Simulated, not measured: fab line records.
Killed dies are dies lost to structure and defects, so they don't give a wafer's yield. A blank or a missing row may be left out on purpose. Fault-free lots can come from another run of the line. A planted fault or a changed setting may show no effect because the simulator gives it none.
A struck lot beside a sound one | flow n5-finfet | 14 out of 1938 route steps
Sound: these wafers, L495.2, L495.4, L495.6. Struck: wafers L508.1, L508.5, L508.6. The cause comes at the end.
Order at every step that has rows: each side's tool, ch and its chambers, its first start. Under that, the readings that differ: sound wafers | struck wafers | difference of the means | sigmas: that difference in standard deviations of wafers without a fault.
alike: readings whose means differ by less than 2 such deviations, and words and numbers that are the same on both sides. not compared: withheld readings, readings that some wafer has no value for, bounds like >300 that may hide the same value, and numbers for which the record gives no deviation and whose values overlap.
Wherever a step has rows on one side only, a row that says differs or no value, or a row with sigmas, the two part there. Non-overlapping numbers with no deviation appear without sigmas and do not part them. A reading missing from all wafers of one side parts the sides only when that side holds two or more wafers.

first, 1 step without rows for these wafers: N5_PASSIVATION_PECVD_00 (deposits SiO2 from SiH4/N2O, target thk 200 nm, time 11.2 s).
N5_MIM_BOT_DEGAS_01: time 60 s.
  sound on pvd-sputter-02, day 12 14:34; struck on pvd-sputter-02, day 16 00:20
  alike: heater-power-w
then, 1 step without rows for these wafers: N5_MIM_BOT_SPUTTER_00 (material TiN, target thk 35 nm, time 89.7 s).
N5_MIM_TOP_ALD_00: deposits Al2O3, purge time 3 s, co reactant pulse time 3 s.
  sound on ald-hk-03 ch 0,1, day 12 14:42; struck on ald-hk-01 ch 0,2,3, day 16 00:29
  alike: precursor-pulse-height-rel
N5_MIM_TOP_ALD_01: deposits HfO2, target thk 5.6 nm, pulse time 1 s, purge time 3 s.
  sound on ald-hk-03 ch 0,1; struck on ald-hk-01 ch 0,2,3
  alike: precursor-pulse-height-rel
N5_MIM_TOP_ALD_02: deposits Al2O3, purge time 3 s, co reactant pulse time 3 s.
  sound on ald-hk-03 ch 0,1; struck on ald-hk-01 ch 0,2,3
  alike: precursor-pulse-height-rel
then, 1 step without rows for these wafers: N5_MIM_TOP_DEGAS_04 (time 60 s).
N5_MIM_TOP_SPUTTER_03: material TiN, target thk 35 nm, time 89.7 s.
  sound on pvd-sputter-03, day 12 15:13; struck on pvd-sputter-03, day 16 00:58
  alike: throttle-valve-pct
then, 4 steps without rows for these wafers: N5_MIM_TOP_LITHO_HMDS_01 (time 60 s); N5_MIM_TOP_LITHO_COAT_02; N5_MIM_TOP_LITHO_EBR_04; N5_MIM_TOP_LITHO_SOFTBAKE_03 (time 90 s).
N5_MIM_TOP_LITHO_EXPOSE_05: exposes mask MIM TOP, target cd 2000 nm.
  sound on krf-scanner-01 ch 0, day 12 15:26; struck on krf-scanner-01 ch 0, day 16 01:11
  reading              | sound                | struck               | difference | sigmas
  exposure-dose-mJ-cm2 | 20.507 20.487 20.486 | 20.833 20.815 20.835 | +0.334     | +15
  alike: mask
following that, these wafers have no rows for 1 step: N5_MIM_TOP_LITHO_PEB_06.

== WHERE THEY PART ==
At N5_MIM_TOP_LITHO_EXPOSE_05 and nowhere else, as far as this record goes.

WHY: whatever the simulator had introduced
Process parameter drift: krf-scanner-01, from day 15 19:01 on, at N5_MIM_TOP_LITHO_EXPOSE_05. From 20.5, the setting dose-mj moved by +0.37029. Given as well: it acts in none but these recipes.
